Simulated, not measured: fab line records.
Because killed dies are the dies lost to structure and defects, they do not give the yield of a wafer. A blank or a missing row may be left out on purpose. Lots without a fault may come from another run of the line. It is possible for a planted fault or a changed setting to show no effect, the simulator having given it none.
fab line records :: flow n5Finfet
record
  lots=5
  wafers=12
  lastDay=16
route steps=1938 shown MOL_CONTACT_COAG@626 BEOL_M0_SAQP@632 BEOL_M4@1111
lots that met no fault: from a run of the same line without faults
startH: the number of hours between the record's first day and the start of the first shown wafer of the lot :: waitH: hours elapsed since this lot's preceding step :: " identical to the entry in the row above :: L1.1+2: a single row standing in for several wafers :: - value missing, or start not given :: * or withheld: withheld :: < > ~ a bound
route shown NAME@n: names a module that has steps shown in the file, with the first one's number in the route :: usual: mean/standard deviation of fault-free wafers :: same: alike in all rows :: chamber/n: place in a boat :: sites: per-site readings :: _std_site: standard deviation of those values :: _edge_site: the outer-site mean with the inner-site mean subtracted :: radiusMm: how far each site lies from the wafer's centre :: mask NAME#n: copy n :: behind: the most recent tool/chamber to have shaped the wafer :: hold: the reason the lot was held/the length of the hold in hours/how it ended :: device: transistor that didn't switch, given as n, p or np :: end of line: the route-end tests of the same wafers :: a step with no rows: only its recipe :: killed: count of dies lost to structure and defects at first sort (not the wafer's yield) :: map: the dies of a wafer, with x for killed, . for not killed, _ for no die there
set.NAME: the run value of the setting; set.NAME@STEP: its run value at that earlier step :: model.NAME: the simulator's own value behind a step, which no gauge read
certain route steps with their lots: each step a table, each wafer a row
services: from which hour (startH, from the record's first day; less than 0 if before it) a tool's chamber was out of use, for how many hours, and why
## steps
# step N5_MOL_CONTACT_COAG_SRD_128
# recipe
  dryTimeS=32
  dry=n2Spin
  spinRpm=1500
# step N5_MOL_CONTACT_COAG_CMP_52
# recipe
  stopOn=SiO2
  tOverpolishS=1.5
  postCmpClean=wDiluteNh4oh
  downForcePsi=4
  platenRpm=50.289
  padVelocityMS=1.0006
  targetThkNm=66.5
# step N5_MOL_CONTACT_COAG_ANNEAL_112
# recipe
  tempC=400
  timeS=1800
  ambient=HPD2
  pressureAtm=10
# step N5_BEOL_M0_SAQP_PECVD_00
# recipe
  material=SiCN
  targetThkA=80
  tempC=withheld
  precursor=3MS/NH3
  pressureTorr=3
  rfW=202
  timeS=14
# step N5_BEOL_M0_SAQP_ILD_DEP_01
# recipe
  material=SiOC
  targetThkA=454.19
  tempC=350
  precursor=DEMS/O2
  pressureTorr=5
  rfW=500
  timeS=8.7
# step N5_BEOL_M0_SAQP_HM_DEP_02
# recipe
  material=TiN
  targetThkA=120
  tempC=25
  chamberPressurePa=0.49996
# step N5_BEOL_M0_SAQP_PECVD_03
# recipe
  material=SiCN
  targetThkA=120
  tempC=withheld
  precursor=3MS/NH3
  pressureTorr=3
  rfW=202
  timeS=21.1
# step N5_BEOL_M0_SAQP_PECVD_96
# recipe
  material=a-Si
  targetThkA=450
  tempC=350
  precursor=SiH4/He
  pressureTorr=3
  rfW=100
  timeS=45.2
# step N5_BEOL_M0_SAQP_PECVD_97
# recipe
  material=SiNx
  targetThkA=230
  tempC=350
  precursor=SiH4/NH3/N2
  pressureTorr=1.5
  rfW=300
  timeS=19.9
# step N5_BEOL_M0_SAQP_PECVD_04
# recipe
  material=a-Si
  targetThkA=600
  tempC=350
  precursor=SiH4/He
  pressureTorr=3
  rfW=100
  timeS=60.2
# usual
  chamberPressureTorr=3.000/0.0061
  heaterPowerW=608/57
  showerheadPlenumPTorr=5.68/0.055
  throttleValvePct=18.2/0.87
lot.wafer: L677.3
tool: pecvd-04
chamber: 0
startH: 112.26
waitH: 0.0
chamberPressureTorr: 3.006
heaterPowerW: 529
showerheadPlenumPTorr: 5.68
throttleValvePct: 18.7
model.a-Si_of_BEOL_M0_SAQP_PECVD_04.thkNm: 59.8

lot.wafer: L677.5
tool: pecvd-04
chamber: 2
startH: 112.26
waitH: 0.0
chamberPressureTorr: 3.010
heaterPowerW: 554
showerheadPlenumPTorr: 5.71
throttleValvePct: 18.2
model.a-Si_of_BEOL_M0_SAQP_PECVD_04.thkNm: 59.6

lot.wafer: L677.6
tool: pecvd-04
chamber: 0
startH: 112.26
waitH: 0.0
chamberPressureTorr: 3.012
heaterPowerW: 513
showerheadPlenumPTorr: 5.69
throttleValvePct: 18.7
model.a-Si_of_BEOL_M0_SAQP_PECVD_04.thkNm: 61.8

lot.wafer: L681.1
tool: pecvd-04
chamber: 1
startH: 138.04
waitH: 0.0
chamberPressureTorr: 3.000
heaterPowerW: 521
showerheadPlenumPTorr: 5.60
throttleValvePct: 19.8
model.a-Si_of_BEOL_M0_SAQP_PECVD_04.thkNm: 74.4

lot.wafer: L681.3
tool: pecvd-04
chamber: 2
startH: 138.04
waitH: 0.0
chamberPressureTorr: 2.999
heaterPowerW: 612
showerheadPlenumPTorr: 5.75
throttleValvePct: 18.3
model.a-Si_of_BEOL_M0_SAQP_PECVD_04.thkNm: 72.6

lot.wafer: L684.1
tool: pecvd-04
chamber: 0
startH: 153.43
waitH: 0.0
chamberPressureTorr: 2.994
heaterPowerW: 476
showerheadPlenumPTorr: 5.69
throttleValvePct: 18.5
model.a-Si_of_BEOL_M0_SAQP_PECVD_04.thkNm: 73

lot.wafer: L684.5
tool: pecvd-04
chamber: 1
startH: 153.43
waitH: 0.0
chamberPressureTorr: 3.009
heaterPowerW: 588
showerheadPlenumPTorr: 5.60
throttleValvePct: 19.6
model.a-Si_of_BEOL_M0_SAQP_PECVD_04.thkNm: 61.2

lot.wafer: L686.3
tool: pecvd-04
chamber: 1
startH: 164.51
waitH: 0.0
chamberPressureTorr: 2.992
heaterPowerW: 601
showerheadPlenumPTorr: 5.60
throttleValvePct: 19.8
model.a-Si_of_BEOL_M0_SAQP_PECVD_04.thkNm: 73

lot.wafer: L686.5
tool: pecvd-04
chamber: 0
startH: 164.51
waitH: 0.0
chamberPressureTorr: 2.999
heaterPowerW: 555
showerheadPlenumPTorr: 5.69
throttleValvePct: 18.4
model.a-Si_of_BEOL_M0_SAQP_PECVD_04.thkNm: 60.6

lot.wafer: L693.1
tool: pecvd-02
chamber: 2
startH: 215.71
waitH: 0.0
chamberPressureTorr: 3.002
heaterPowerW: 665
showerheadPlenumPTorr: 5.64
throttleValvePct: 16.9
model.a-Si_of_BEOL_M0_SAQP_PECVD_04.thkNm: 60

lot.wafer: L693.2
tool: pecvd-02
chamber: 0
startH: 215.71
waitH: 0.0
chamberPressureTorr: 3.005
heaterPowerW: 653
showerheadPlenumPTorr: 5.77
throttleValvePct: 18.3
model.a-Si_of_BEOL_M0_SAQP_PECVD_04.thkNm: 59.2

lot.wafer: L693.5
tool: pecvd-02
chamber: 2
startH: 215.71
waitH: 0.0
chamberPressureTorr: 2.997
heaterPowerW: 665
showerheadPlenumPTorr: 5.65
throttleValvePct: 16.7
model.a-Si_of_BEOL_M0_SAQP_PECVD_04.thkNm: 61
# step N5_BEOL_M0_SAQP_THK_MEAS_05
# usual
  thkNm=59.9/0.73
lot.wafer: L677.3
tool: filmMetro-02
chamber: -
startH: 112.35
waitH: 0.1
thkNm: 59.7

lot.wafer: L677.5
tool: filmMetro-02
chamber: -
startH: 112.35
waitH: 0.1
thkNm: 59.7

lot.wafer: L677.6
tool: filmMetro-02
chamber: -
startH: 112.35
waitH: 0.1
thkNm: 61.9

lot.wafer: L681.1
tool: filmMetro-02
chamber: -
startH: 138.14
waitH: 0.1
thkNm: 74.3

lot.wafer: L681.3
tool: filmMetro-02
chamber: -
startH: 138.14
waitH: 0.1
thkNm: 72.6

lot.wafer: L684.1
tool: filmMetro-02
chamber: -
startH: 153.52
waitH: 0.1
thkNm: 72.9

lot.wafer: L684.5
tool: filmMetro-02
chamber: -
startH: 153.52
waitH: 0.1
thkNm: 61.1

lot.wafer: L686.3
tool: filmMetro-01
chamber: -
startH: 164.60
waitH: 0.1
thkNm: 73.0

lot.wafer: L686.5
tool: filmMetro-01
chamber: -
startH: 164.60
waitH: 0.1
thkNm: 60.7

lot.wafer: L693.1
tool: filmMetro-02
chamber: -
startH: 215.81
waitH: 0.1
thkNm: 60.1

lot.wafer: L693.2
tool: filmMetro-02
chamber: -
startH: 215.81
waitH: 0.1
thkNm: 59.3

lot.wafer: L693.5
tool: filmMetro-02
chamber: -
startH: 215.81
waitH: 0.1
thkNm: 60.9
# step N5_BEOL_M0_SAQP_HM_DEP_111
# recipe
  material=SiO2
  targetThkA=120
  tempC=400
  precursor=SiH4/N2O
  pressureTorr=0.75
  rfW=275
  timeS=7.2
# step N5_BEOL_M0_SAQP_COAT_81
# recipe
  resist=SOC
  tempC=250
  timeS=60
  spinRpm=1500
  resistThkNm=100
# step N5_BEOL_M0_SAQP_COAT_82
# recipe
  resist=SiARC
  tempC=220
  timeS=60
  spinRpm=1500
  resistThkNm=30
# step N5_BEOL_M0_SAQP_COAT_08
# recipe
  resist=CAR-ArF
  spinRpm=1500
  resistThkNm=90
# step N5_BEOL_M0_SAQP_EBR_10
# recipe
  solvent=PGMEA
  ebrWidthMm=1.5
# step N5_BEOL_M0_SAQP_SOFTBAKE_09
# recipe
  tempC=110
  timeS=60
  resist=CAR-ArF
# step N5_BEOL_M0_SAQP_EXPOSE_11
# recipe
  maskId=M0_CORE
  na=1.35
  sourceShape=dipole
  sigmaInner=0.538
  sigmaOuter=0.738
  polarization=te
  targetCdNm=42
  doseMj=55
# step N5_BEOL_M0_SAQP_PEB_12
# recipe
  pebTempC=withheld
  pebTimeS=60
  resist=CAR-ArF
# step N5_BEOL_M0_SAQP_DEVELOP_13
# recipe
  developTimeS=30
  developer=TMAH
  resist=CAR-ArF
  devTempC=23
  rinseLiquid=diw
  dry=airSpin
# step N5_BEOL_M0_SAQP_DESCUM_19
# recipe
  chemistry=O2
  timeS=7.9
  sourcePowerW=50
  biasPowerW=20
  pressureMtorr=20
  rfFrequencyHz=2.712e+07
  tempC=40
  resist=CAR-ArF
  o2FlowSccm=225
# step N5_BEOL_M0_SAQP_ETCH_83
# recipe
  chemistry=CF4
  target=SiARC
  targetDepthA=390
  maskMaterial=CAR-ArF
  timeS=65
  ionEnergyEv=80
  pressureMtorr=40
  sourceW=545
  biasW=36
  Ar_flow_sccm=100
  cf4FlowSccm=100
  ends=cleared
# step N5_BEOL_M0_SAQP_ETCH_84
# recipe
  chemistry=N2/H2
  target=SOC
  targetDepthA=1000
  overetchA=200
  maskMaterial=SiARC
  tempC=40
  timeS=150
  ionEnergyEv=200
  pressureMtorr=30
  sourceW=840
  biasW=150
  n2FlowSccm=200
  h2FlowSccm=200
# step N5_BEOL_M0_SAQP_STRIP_80
# recipe
  chemistry=N2/H2
  tempC=40
  n2FlowSccm=200
  h2FlowSccm=200
  rfFrequencyHz=6e+07
# step N5_BEOL_M0_SAQP_HM_OPEN_112
# recipe
  chemistry=CHF3/O2
  target=SiO2
  stopOn=a-Si
  targetDepthA=120
  overEtchFrac=1.25
  maskMaterial=SOC
  timeS=13.5
  pressureMtorr=30
  sourceW=650
  biasW=170
  Ar_flow_sccm=200
  CHF3_flow_sccm=50
  O2_flow_sccm=5
  ionEnergyEv=200
  ends=endPoint
# step N5_BEOL_M0_SAQP_STRIP_113
# recipe
  chemistry=CHF3/O2
  resist=SiARC
  rfFrequencyHz=6e+07
# step N5_BEOL_M0_SAQP_MANDREL_ETCH_20
# recipe
  targetDepthA=600
  chemistry=HBr/Cl2
  target=a-Si
  stopOn=SiNx
  btTimeS=10
  maskMaterial=SOC
  overEtchFrac=0.5
  timeS=30
  pressureMtorr=10
  icpW=800
  biasW=75
  HBr_flow_sccm=150
  Cl2_flow_sccm=80
  ends=endPoint
# usual
  drypumpMotorCurrentA=5.4/0.48
  heBacksideLeakSccm=2.66/0.29
  oesProductAu=0.771/0.013
  throttleValvePct=35.33/0.17
# same
  btTimeS=10
lot.wafer: L677.3
tool: rieSi-02
chamber: 0
startH: 113.07
waitH: 0.0
drypumpMotorCurrentA: 4.8
heBacksideLeakSccm: 2.47
oesProductAu: 0.776
rfHoursCounterH: 1
throttleValvePct: 35.27
model.etch.depthNm: 59.73

lot.wafer: L677.5
tool: rieSi-02
chamber: 3
startH: 113.07
waitH: 0.0
drypumpMotorCurrentA: 4.9
heBacksideLeakSccm: 2.72
oesProductAu: 0.748
rfHoursCounterH: -
throttleValvePct: 35.09
model.etch.depthNm: 59.64

lot.wafer: L677.6
tool: rieSi-02
chamber: 2
startH: 113.07
waitH: 0.0
drypumpMotorCurrentA: 6.4
heBacksideLeakSccm: 2.60
oesProductAu: 0.791
rfHoursCounterH: -
throttleValvePct: 35.10
model.etch.depthNm: 61.86

lot.wafer: L681.1
tool: rieSi-02
chamber: 0
startH: 139.28
waitH: 0.0
drypumpMotorCurrentA: 4.9
heBacksideLeakSccm: 2.37
oesProductAu: 0.869
rfHoursCounterH: 2
throttleValvePct: 35.05
model.etch.depthNm: 74.32

lot.wafer: L681.3
tool: rieSi-02
chamber: 3
startH: 139.28
waitH: 0.0
drypumpMotorCurrentA: 4.9
heBacksideLeakSccm: 2.65
oesProductAu: 0.843
rfHoursCounterH: 41
throttleValvePct: 34.91
model.etch.depthNm: 72.53

lot.wafer: L684.1
tool: rieSi-02
chamber: 3
startH: 154.67
waitH: 0.0
drypumpMotorCurrentA: 4.9
heBacksideLeakSccm: 2.67
oesProductAu: 0.850
rfHoursCounterH: 42
throttleValvePct: 34.89
model.etch.depthNm: 72.91

lot.wafer: L684.5
tool: rieSi-02
chamber: 0
startH: 154.67
waitH: 0.0
drypumpMotorCurrentA: 4.8
heBacksideLeakSccm: 2.52
oesProductAu: 0.786
rfHoursCounterH: -
throttleValvePct: 35.24
model.etch.depthNm: 61.13

lot.wafer: L686.3
tool: rieSi-02
chamber: 3
startH: 165.50
waitH: 0.0
drypumpMotorCurrentA: 4.9
heBacksideLeakSccm: 2.63
oesProductAu: 0.844
rfHoursCounterH: 42
throttleValvePct: 34.89
model.etch.depthNm: 72.92

lot.wafer: L686.5
tool: rieSi-02
chamber: 2
startH: 165.50
waitH: 0.0
drypumpMotorCurrentA: 6.4
heBacksideLeakSccm: 2.61
oesProductAu: 0.787
rfHoursCounterH: -
throttleValvePct: 35.13
model.etch.depthNm: 60.63

lot.wafer: L693.1
tool: rieSi-05
chamber: 1
startH: 216.67
waitH: 0.0
drypumpMotorCurrentA: 5.1
heBacksideLeakSccm: 2.65
oesProductAu: 0.780
rfHoursCounterH: 180
throttleValvePct: 35.35
model.etch.depthNm: 60.05

lot.wafer: L693.2
tool: rieSi-05
chamber: 0
startH: 216.67
waitH: 0.0
drypumpMotorCurrentA: 5.1
heBacksideLeakSccm: 2.33
oesProductAu: 0.771
rfHoursCounterH: 164
throttleValvePct: 35.60
model.etch.depthNm: 59.29

lot.wafer: L693.5
tool: rieSi-05
chamber: 0
startH: 216.67
waitH: 0.0
drypumpMotorCurrentA: 5.1
heBacksideLeakSccm: 2.58
oesProductAu: 0.788
rfHoursCounterH: -
throttleValvePct: 35.58
model.etch.depthNm: 60.9
# step N5_BEOL_M0_SAQP_STRIP_86
# recipe
  chemistry=N2/H2
  powerW=500
  tempC=40
  pressureMtorr=50
  rfFrequencyHz=6e+07
  overashFraction=0.3
  biasPowerW=28
  h2Frac=0.5
  n2FlowSccm=300
  h2FlowSccm=300
# step N5_BEOL_M0_SAQP_STRIP_115
# recipe
  chemistry=postEtchResidueRemover
  timeS=60
  tempC=25
  removerPh=withheld
  removerWaterWtPct=withheld
  removerFluorideWtPct=withheld
# step N5_BEOL_M0_SAQP_SRD_93
# recipe
  dry=ipaMarangoni
  timeS=30
  tempC=23
  rinseLiquid=diw
# step N5_BEOL_M0_SAQP_RECESS_114
# recipe
  chemistry=HF/NH3
  target=SiO2
  targetDepthA=144
  afsCycles=3
  tempC=30
  sublimationTempC=180
  sublimationTimeS=60
# step N5_BEOL_M0_SAQP_SPACER1_ALD_98
# recipe
  material=SiO2
  targetThkA=128
  tempC=300
  aldPrecursorFamily=BDEAS
  aldCoReactant=O2-plasma
  pulseTimeS=1
  purgeTimeS=2
  coReactantPurgeTimeS=2
  aldCycles=138
  pressureTorr=2
# step N5_BEOL_M0_SAQP_SPACER1_ETCHBACK_99
# recipe
  chemistry=CHF3/O2
  mode=anisotropicEtchback
  target=SiO2
  targetDepthA=154
  timeS=7.7
  pressureMtorr=30
  sourceW=650
  biasW=170
  Ar_flow_sccm=200
  CHF3_flow_sccm=50
  O2_flow_sccm=5
  ionEnergyEv=200
# usual
  drypumpMotorCurrentA=5.6/0.53
  oesProductAu=0.78/0.074
  rfVppV=524/6
  showerheadPlenumPTorr=2.42/0.07
  throttleValvePct=18.96/0.19
lot.wafer: L677.3
tool: rieDiel-06
chamber: 1
startH: 114.33
waitH: 0.3
drypumpMotorCurrentA: 5.3
oesProductAu: 0.91
rfHoursCounterH: 41
rfVppV: 531
showerheadPlenumPTorr: 2.46
throttleValvePct: 18.93
model.a-Si_of_BEOL_M0_SAQP_PECVD_04.thkNm: 59.2

lot.wafer: L677.5
tool: rieDiel-06
chamber: 3
startH: 114.33
waitH: 0.3
drypumpMotorCurrentA: 6.8
oesProductAu: 0.93
rfHoursCounterH: -
rfVppV: 531
showerheadPlenumPTorr: 2.47
throttleValvePct: 18.67
model.a-Si_of_BEOL_M0_SAQP_PECVD_04.thkNm: 59

lot.wafer: L677.6
tool: rieDiel-06
chamber: 0
startH: 114.33
waitH: 0.3
drypumpMotorCurrentA: 5.5
oesProductAu: 0.78
rfHoursCounterH: -
rfVppV: 514
showerheadPlenumPTorr: 2.33
throttleValvePct: 19.10
model.a-Si_of_BEOL_M0_SAQP_PECVD_04.thkNm: 61.2

lot.wafer: L681.1
tool: rieDiel-03
chamber: 2
startH: 140.56
waitH: 0.3
drypumpMotorCurrentA: 4.8
oesProductAu: 0.70
rfHoursCounterH: 244
rfVppV: 524
showerheadPlenumPTorr: 2.38
throttleValvePct: 18.79
model.a-Si_of_BEOL_M0_SAQP_PECVD_04.thkNm: 73.8

lot.wafer: L681.3
tool: rieDiel-03
chamber: 1
startH: 140.56
waitH: 0.3
drypumpMotorCurrentA: 5.2
oesProductAu: 0.72
rfHoursCounterH: 188
rfVppV: 521
showerheadPlenumPTorr: 2.50
throttleValvePct: 18.94
model.a-Si_of_BEOL_M0_SAQP_PECVD_04.thkNm: 72

lot.wafer: L684.1
tool: rieDiel-03
chamber: 1
startH: 155.89
waitH: 0.3
drypumpMotorCurrentA: 5.2
oesProductAu: 0.71
rfHoursCounterH: 193
rfVppV: 520
showerheadPlenumPTorr: 2.49
throttleValvePct: 18.92
model.a-Si_of_BEOL_M0_SAQP_PECVD_04.thkNm: 72.4

lot.wafer: L684.5
tool: rieDiel-03
chamber: 1
startH: 155.89
waitH: 0.3
drypumpMotorCurrentA: 5.2
oesProductAu: 0.72
rfHoursCounterH: -
rfVppV: 522
showerheadPlenumPTorr: 2.49
throttleValvePct: 18.92
model.a-Si_of_BEOL_M0_SAQP_PECVD_04.thkNm: 60.6

lot.wafer: L686.3
tool: rieDiel-05
chamber: 0
startH: 166.60
waitH: 0.3
drypumpMotorCurrentA: 5.3
oesProductAu: 0.77
rfHoursCounterH: 154
rfVppV: 519
showerheadPlenumPTorr: 2.42
throttleValvePct: 18.72
model.a-Si_of_BEOL_M0_SAQP_PECVD_04.thkNm: 72.4

lot.wafer: L686.5
tool: rieDiel-05
chamber: 3
startH: 166.60
waitH: 0.3
drypumpMotorCurrentA: 5.4
oesProductAu: 0.75
rfHoursCounterH: -
rfVppV: 523
showerheadPlenumPTorr: 2.51
throttleValvePct: 18.88
model.a-Si_of_BEOL_M0_SAQP_PECVD_04.thkNm: 60

lot.wafer: L693.1
tool: rieDiel-03
chamber: 0
startH: 217.88
waitH: 0.3
drypumpMotorCurrentA: 5.3
oesProductAu: 0.70
rfHoursCounterH: 202
rfVppV: 534
showerheadPlenumPTorr: 2.48
throttleValvePct: 18.90
model.a-Si_of_BEOL_M0_SAQP_PECVD_04.thkNm: 59.4

lot.wafer: L693.2
tool: rieDiel-03
chamber: 1
startH: 217.88
waitH: 0.3
drypumpMotorCurrentA: 5.2
oesProductAu: 0.69
rfHoursCounterH: 213
rfVppV: 521
showerheadPlenumPTorr: 2.49
throttleValvePct: 18.96
model.a-Si_of_BEOL_M0_SAQP_PECVD_04.thkNm: 58.8

lot.wafer: L693.5
tool: rieDiel-03
chamber: 0
startH: 217.88
waitH: 0.3
drypumpMotorCurrentA: 5.3
oesProductAu: 0.69
rfHoursCounterH: -
rfVppV: 535
showerheadPlenumPTorr: 2.48
throttleValvePct: 18.91
model.a-Si_of_BEOL_M0_SAQP_PECVD_04.thkNm: 60.4
# step N5_BEOL_M0_SAQP_MANDREL1_REMOVE_100
# recipe
  chemistry=HBr/Cl2/O2
  btTimeS=10
  target=a-Si
  stopOn=SiNx
  endpoint=OES-SiCl
  overEtchFrac=0.85
  icpW=600
  biasW=30
  HBr_flow_sccm=150
  Cl2_flow_sccm=80
  O2_flow_sccm=5
  pressureMtorr=10
# step N5_BEOL_M4_RC_MEAS_101
# usual
  DIBL_N=36.4/1.5
  DIBL_P=36.4/1.6
  IOFF_N=0.164/0.025
  IOFF_P=0.214/0.028
  ION_N=675/9.9
  ION_P=463/6.5
  SS_N=71.5/0.5
  SS_P=73.3/0.56
  VT_N=249.2/2.7
  VT_P=-250.1/2.8
lot.wafer: L677.3
tool: prober-01
chamber: 0
startH: 178.24
waitH: 0.3
DIBL_N[mV/V]: 39.6
DIBL_P[mV/V]: 37.6
IOFF_N[nA/um]: 0.187
IOFF_P[nA/um]: 0.249
ION_N[uA/um]: 669
ION_P[uA/um]: 464
SS_N[mV/dec]: 71.7
SS_P[mV/dec]: 74.6
VT_N[mV]: 250.1
VT_P[mV]: -248.0

lot.wafer: L677.5
tool: prober-01
chamber: 0
startH: 178.24
waitH: 0.3
DIBL_N[mV/V]: 38.6
DIBL_P[mV/V]: 36.5
IOFF_N[nA/um]: 0.166
IOFF_P[nA/um]: 0.237
ION_N[uA/um]: 676
ION_P[uA/um]: 467
SS_N[mV/dec]: 71.9
SS_P[mV/dec]: 73.4
VT_N[mV]: 250.8
VT_P[mV]: -250.0

lot.wafer: L677.6
tool: prober-01
chamber: 0
startH: 178.24
waitH: 0.3
DIBL_N[mV/V]: 36.4
DIBL_P[mV/V]: 34.3
IOFF_N[nA/um]: 0.138
IOFF_P[nA/um]: 0.211
ION_N[uA/um]: 672
ION_P[uA/um]: 469
SS_N[mV/dec]: 71.2
SS_P[mV/dec]: 73.3
VT_N[mV]: 254.0
VT_P[mV]: -248.7

lot.wafer: L681.1
tool: prober-01
chamber: 0
startH: 195.37
waitH: 0.0
DIBL_N[mV/V]: 39.4
DIBL_P[mV/V]: 37.2
IOFF_N[nA/um]: 0.204
IOFF_P[nA/um]: 0.238
ION_N[uA/um]: 702
ION_P[uA/um]: 475
SS_N[mV/dec]: 72.0
SS_P[mV/dec]: 73.7
VT_N[mV]: 246.6
VT_P[mV]: -247.6

lot.wafer: L681.3
tool: prober-01
chamber: 0
startH: 195.37
waitH: 0.0
DIBL_N[mV/V]: 38.9
DIBL_P[mV/V]: 35.5
IOFF_N[nA/um]: 0.195
IOFF_P[nA/um]: 0.217
ION_N[uA/um]: 683
ION_P[uA/um]: 458
SS_N[mV/dec]: 72.0
SS_P[mV/dec]: 73.9
VT_N[mV]: 246.6
VT_P[mV]: -249.3

lot.wafer: L684.1
tool: prober-01
chamber: 0
startH: 213.64
waitH: 0.0
DIBL_N[mV/V]: 35.2
DIBL_P[mV/V]: 37.3
IOFF_N[nA/um]: 0.144
IOFF_P[nA/um]: 0.237
ION_N[uA/um]: 664
ION_P[uA/um]: 468
SS_N[mV/dec]: 71.5
SS_P[mV/dec]: 73.5
VT_N[mV]: 250.2
VT_P[mV]: -246.9

lot.wafer: L684.5
tool: prober-01
chamber: 0
startH: 213.64
waitH: 0.0
DIBL_N[mV/V]: 34.1
DIBL_P[mV/V]: 35.8
IOFF_N[nA/um]: 0.127
IOFF_P[nA/um]: 0.208
ION_N[uA/um]: 657
ION_P[uA/um]: 460
SS_N[mV/dec]: 71.7
SS_P[mV/dec]: 73.1
VT_N[mV]: 253.1
VT_P[mV]: -248.0

lot.wafer: L686.3
tool: prober-01
chamber: 0
startH: 219.35
waitH: 0.3
DIBL_N[mV/V]: 35.4
DIBL_P[mV/V]: 34.2
IOFF_N[nA/um]: 0.152
IOFF_P[nA/um]: 0.212
ION_N[uA/um]: 679
ION_P[uA/um]: 465
SS_N[mV/dec]: 70.9
SS_P[mV/dec]: 71.7
VT_N[mV]: 248.8
VT_P[mV]: -251.6

lot.wafer: L686.5
tool: prober-01
chamber: 0
startH: 219.35
waitH: 0.3
DIBL_N[mV/V]: 36.4
DIBL_P[mV/V]: 35.0
IOFF_N[nA/um]: 0.157
IOFF_P[nA/um]: 0.233
ION_N[uA/um]: 678
ION_P[uA/um]: 466
SS_N[mV/dec]: 70.7
SS_P[mV/dec]: 72.6
VT_N[mV]: 248.4
VT_P[mV]: -246.0

lot.wafer: L693.1
tool: prober-01
chamber: 0
startH: 272.10
waitH: 0.0
DIBL_N[mV/V]: 37.8
DIBL_P[mV/V]: 38.1
IOFF_N[nA/um]: 0.212
IOFF_P[nA/um]: 0.231
ION_N[uA/um]: 678
ION_P[uA/um]: 459
SS_N[mV/dec]: 72.9
SS_P[mV/dec]: 74.0
VT_N[mV]: 246.6
VT_P[mV]: -248.4

lot.wafer: L693.2
tool: prober-01
chamber: 0
startH: 272.10
waitH: 0.0
DIBL_N[mV/V]: 36.8
DIBL_P[mV/V]: 37.4
IOFF_N[nA/um]: 0.203
IOFF_P[nA/um]: 0.221
ION_N[uA/um]: 691
ION_P[uA/um]: 466
SS_N[mV/dec]: 71.4
SS_P[mV/dec]: 73.9
VT_N[mV]: 245.9
VT_P[mV]: -249.4

lot.wafer: L693.5
tool: prober-01
chamber: 0
startH: 272.10
waitH: 0.0
DIBL_N[mV/V]: 37.0
DIBL_P[mV/V]: 37.6
IOFF_N[nA/um]: 0.202
IOFF_P[nA/um]: 0.234
ION_N[uA/um]: 701
ION_P[uA/um]: 473
SS_N[mV/dec]: 71.6
SS_P[mV/dec]: 73.8
VT_N[mV]: 242.3
VT_P[mV]: -246.5
## services
tool: rieDiel-03
chamber: -
startH: 95.11
hours: 2.8
kind: pm

tool: rieSi-05
chamber: 3
startH: 102.40
hours: 6.3
kind: repair

tool: pecvd-02
chamber: 1
startH: 130.79
hours: 14.1
kind: repair

tool: rieDiel-06
chamber: 3
startH: 158.92
hours: 1.5
kind: repair

tool: pecvd-02
chamber: 0
startH: 159.04
hours: 18.5
kind: repair

tool: rieDiel-03
chamber: 2
startH: 161.17
hours: -
kind: clean

tool: rieDiel-03
chamber: 2
startH: 161.17
hours: -
kind: consumableReplace:focusRing

tool: rieDiel-03
chamber: 2
startH: 161.17
hours: 17.2
kind: scheduledDown

tool: rieDiel-03
chamber: 2
startH: 161.17
hours: 17.2
kind: ventCycle

tool: rieDiel-05
chamber: 1
startH: 189.36
hours: -
kind: clean

tool: rieDiel-05
chamber: 1
startH: 189.36
hours: -
kind: consumableReplace:focusRing

tool: rieDiel-05
chamber: 1
startH: 189.36
hours: -
kind: consumableReplace:showerhead

tool: rieDiel-05
chamber: 1
startH: 189.36
hours: 17.0
kind: scheduledDown

tool: rieDiel-05
chamber: 1
startH: 189.36
hours: 17.0
kind: ventCycle

tool: rieDiel-03
chamber: 2
startH: 208.36
hours: 12.5
kind: repair

tool: rieSi-02
chamber: -
startH: 208.37
hours: 14.6
kind: pm

tool: rieDiel-03
chamber: 3
startH: 217.87
hours: 22.0
kind: repair
## key
firstSign
  step=N5_BEOL_M0_SAQP_THK_MEAS_05
  reading=thkNm
  direction=up
  sigmas=18
  usual=*
  struck=*
effect
  step=N5_BEOL_M0_SAQP_MANDREL_ETCH_20
  reading=oesProductAu
  direction=up
  sigmas=6
  usual=0.771
  struck=0.851
modelEffect
  step=N5_BEOL_M0_SAQP_PECVD_04
  value=a-Si_of_BEOL_M0_SAQP_PECVD_04.thkNm
  without=60
  struck=73.25
modelEffect
  step=N5_BEOL_M0_SAQP_MANDREL_ETCH_20
  value=etch.depthNm
  without=59.95
  struck=73.17
modelEffect
  step=N5_BEOL_M0_SAQP_SPACER1_ETCHBACK_99
  value=a-Si_of_BEOL_M0_SAQP_PECVD_04.thkNm
  without=59.35
  struck=72.65
metAt N5_BEOL_M0_SAQP_PECVD_04
struckWafers L681.1,L681.3,L684.1,L686.3
onsetBetween 112.26 138.04
fault
  kind=processParameterDrift
  tool=pecvd-04
  chamber=-
  onsetH=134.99
  steps=N5_BEOL_M0_SAQP_PECVD_04
  channel=timeS
  offset=*
  shape=step
  endH=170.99
  scope=struckWafersOnly
  actsIn=*
  stated=*
